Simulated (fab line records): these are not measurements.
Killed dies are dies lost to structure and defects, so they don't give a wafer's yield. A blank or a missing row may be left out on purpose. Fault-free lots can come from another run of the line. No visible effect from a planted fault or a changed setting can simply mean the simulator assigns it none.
A struck lot beside a sound one :: flow n5 finfet :: 15 steps out of a route of 1938
Sound: wafers L572.1, L572.5, L572.6. Struck: wafer L577.6 (left out: L577.3, a lot-mate that was not struck); the cause follows at the end.
Each step with rows lists, per side, the tool, then ch with its chambers, then its first start. Under that, the readings that differ: sound wafers :: struck wafers :: difference of the means :: sigmas: that difference in standard deviations of wafers without a fault.
alike: same words and numbers on both sides, and readings whose means sit less than 2 such deviations apart. not compared: any withheld reading, any reading some wafer has no value for, any bound like >300 that may hide the same value, and any number with overlapping values for which the record gives no deviation.
A row with sigmas, a row that says differs or no value, or rows on one side alone: a step with any of these is where the two part. Non-overlapping numbers with no deviation appear without sigmas and do not part them. Lack of a reading on every wafer of one side parts them only where that side has two or more wafers.

first, 7 steps without rows for these wafers: N5_BEOL_M6_COAT_71 (time 60 s, resist thk 5 nm); N5_BEOL_M6_COAT_22 (resist thk 30 nm); N5_BEOL_M6_EBR_24; N5_BEOL_M6_SOFTBAKE_23 (time 60 s); N5_BEOL_M6_EXPOSE_25 (exposes mask V5, target cd 40 nm); N5_BEOL_M6_PEB_26 (peb time 60 s); N5_BEOL_M6_DEVELOP_27 (develop time 30 s).
N5_BEOL_M6_CD_MEAS_28: the cd target is 40 nm.
  sound on cd sem-01 ch 0, day 13 05:02; struck on cd sem-01 ch 0, day 14 16:19
  alike: cd nm
N5_BEOL_M6_OVL_MEAS_29:
  sound on overlay-01 ch 0, day 13 05:04; struck on overlay-01 ch 0, day 14 16:22
  alike: V5_OVL
N5_BEOL_M6_INSPECT_30: inspects for defects (brightfield).
  sound: defect inspect-02 at day 13 05:07; struck: defect inspect-01 at day 14 16:25
  alike: raw defect count
N5_BEOL_M6_DESCUM_33: chemistry O2, time 7 s.
  sound on rie diel-05 ch 1,2, day 13 05:19; struck on rie diel-05 ch 2, day 14 16:27
reading: o2 flow sccm (sccm)
sound: 224.6 223.6 225.4
struck: 226.7
difference: +2.2
sigmas: +3
  alike: drypump motor current A, oes product au, rf vpp V, showerhead plenum p Torr, temp c, throttle valve pct
  not compared: rf hours counter h
N5_BEOL_M6_ETCH_72: etches underlayer in N2/H2, target depth 6.5 nm, time 5.2 s.
  sound on rie diel-05 ch 1,2, day 13 05:20; struck on rie diel-05 ch 2, day 14 16:29
  alike: drypump motor current A, etch rf on time s, oes product au, rf vpp V, showerhead plenum p Torr, throttle valve pct
  not compared: rf hours counter h
N5_BEOL_M6_ETCH_65: etches SiARC in CF4, target depth 15.6 nm, time 26 s.
  sound on rie diel-05 ch 1,2, day 13 05:22; struck on rie diel-05 ch 2, day 14 16:30
reading: etch rf on time s (s)
sound: 25.8 26.0 27.4
struck: 43.2
difference: +16.8
sigmas: +22

reading: oes product au (a.u.)
sound: 0.63 0.63 0.69
struck: 0.48
difference: -0.17
sigmas: -3
  alike: cf4 flow sccm, drypump motor current A, rf vpp V, showerhead plenum p Torr, throttle valve pct
  not compared: rf hours counter h
N5_BEOL_M6_ETCH_66: etches SOC in N2/H2, target depth 80 nm, overetch 16 nm, time 120 s.
  sound on rie diel-05 ch 1,2, day 13 05:23; struck on rie diel-05 ch 2, day 14 16:32
  alike: drypump motor current A, oes product au, rf vpp V, showerhead plenum p Torr, temp c, throttle valve pct
  not compared: rf hours counter h
-- here the record skips 4 days between the struck wafers' starts before and after, leaving off in module BEOL_M6 and picking up in module PASSIVATION (first step shown: number 1936 of the route) --
N5_PASSIVATION_PROBE_49:
  record: rows for the struck wafers here (prober-02, day 18 11:44), none for the sound ones

WHERE THEY PART
First at N5_BEOL_M6_DESCUM_33; last, within this record, at N5_PASSIVATION_PROBE_49.

WHY: whatever the simulator had introduced
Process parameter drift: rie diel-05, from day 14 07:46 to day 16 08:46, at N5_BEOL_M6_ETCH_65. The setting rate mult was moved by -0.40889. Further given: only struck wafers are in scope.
